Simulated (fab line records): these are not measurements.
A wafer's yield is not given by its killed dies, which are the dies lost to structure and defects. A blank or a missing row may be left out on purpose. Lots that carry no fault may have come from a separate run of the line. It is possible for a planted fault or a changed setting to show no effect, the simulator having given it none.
3 desks, one fault -- flow n5_finfet -- only its own numbers are on each desk; what lay behind them is given at the end

== THE DEFECT DESK ==
Inspection counts along the route, by lot: the mean over sampled wafers that carry a number. Any lot whose mean is over 4 standard deviations away from the usual mean is out of limits and marked OUT; that distance is given in the brackets.
Columns: A = raw_defect_count at N5_BEOL_M4_INSPECT_59, usual 71; B = raw_defect_count at N5_BEOL_M5_INSPECT_13, usual 405
lot,first seen here,A,B
L962,day 8 11:37,78,374
L965,day 9 08:21,78,380
L972,day 11 06:57,72,365
L973,day 11 13:31,45,310
L982,day 14 10:50,47,386
L983,day 15 03:49,138,450
This desk found nothing out of limits on any of the 6 lots.

== AT THE METROLOGY DESK ==
What the gauges read for every lot (on any tool): the sampled wafers with a number, averaged. Any lot whose mean is over 4 standard deviations away from the usual mean is out of limits and marked OUT; that distance is given in the brackets. It has 14 readings; the 7 that lie furthest out on some lot are the ones shown.
Columns: A = M4_RS at N5_BEOL_M4_RS_MEAS_58, usual 0.68 ohm/sq; B = ION_N at N5_BEOL_M4_RC_MEAS_101, usual 672 uA/um; C = ION_P at N5_BEOL_M4_RC_MEAS_101, usual 463 uA/um; D = VT_P at N5_BEOL_M4_RC_MEAS_101, usual -250 mV; E = M5_ILD_THK at N5_BEOL_M5_THK_MEAS_01, usual 121.0 nm; F = cd_nm at N5_BEOL_M5_CD_MEAS_11, usual 27.93 nm; G = M5_OVL at N5_BEOL_M5_OVL_MEAS_12, usual 0.3 nm
lot,first seen here,A,B,C,D,E,F,G
L962,day 8 11:36,0.69,676,464,-250,122.6,27.75,0.5
L965,day 9 08:20,0.68,678,464,-250,118.6,28.04,0.3
L972,day 11 06:55,0.69,688,473,-245,121.3,28.19,0.7
L973,day 11 13:29,0.68,679,465,-249,121.4,28.01,0.8
L982,day 14 10:49,0.65,678,465,-252,120.2,28.00,1.2
L983,day 15 03:48,0.73,671,465,-251,122.1,28.07,1.2
This desk found nothing out of limits on any of the 6 lots.

== THE TOOL OWNER'S DESK: litho_track-05 ==
The tool's own readings at N5_BEOL_M5_COAT_05 (resist thk 30 nm): means of the sampled wafers that have a number, for each lot that ran on this tool. Any lot whose mean is over 4 standard deviations away from the usual mean is out of limits and marked OUT; that distance is given in the brackets.
Columns: A = exhaust_pa at N5_BEOL_M5_COAT_05, usual 45.0 Pa; B = spin_speed_rpm at N5_BEOL_M5_COAT_05, usual 1499.9 rpm
lot,first seen here,A,B
L965,day 9 10:56,44.5,1499.7
L972,day 11 09:32,45.0,1590.7 (+96) OUT
L973,day 11 17:25,45.6,1589.4 (+94) OUT
This desk's finding: out of limits on L972, L973; first on L972, day 11 09:32 (spin_speed_rpm at N5_BEOL_M5_COAT_05). L965: within limits.

== BROUGHT TOGETHER ==
An alarm could have come from the tool owner's desk at day 11 09:32, on L972, L973.
The defect desk saw nothing out of limits.
At the metrology desk, nothing out of limits was observed.
The defect desk has L972, L973 on record, within its limits.
The metrology desk holds a record of L972, L973, inside its limits.
On litho_track-05, each named lot ran N5_BEOL_M5_COAT_05.

== WHAT WAS PUT IN BY THE SIMULATOR ==
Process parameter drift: litho_track-05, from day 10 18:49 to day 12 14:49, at N5_BEOL_M5_COAT_05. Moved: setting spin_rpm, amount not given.
Lots struck among those shown: L972, L973.
Each desk's first reading out of limits, in hours after the fault started: the tool owner's desk, 15.
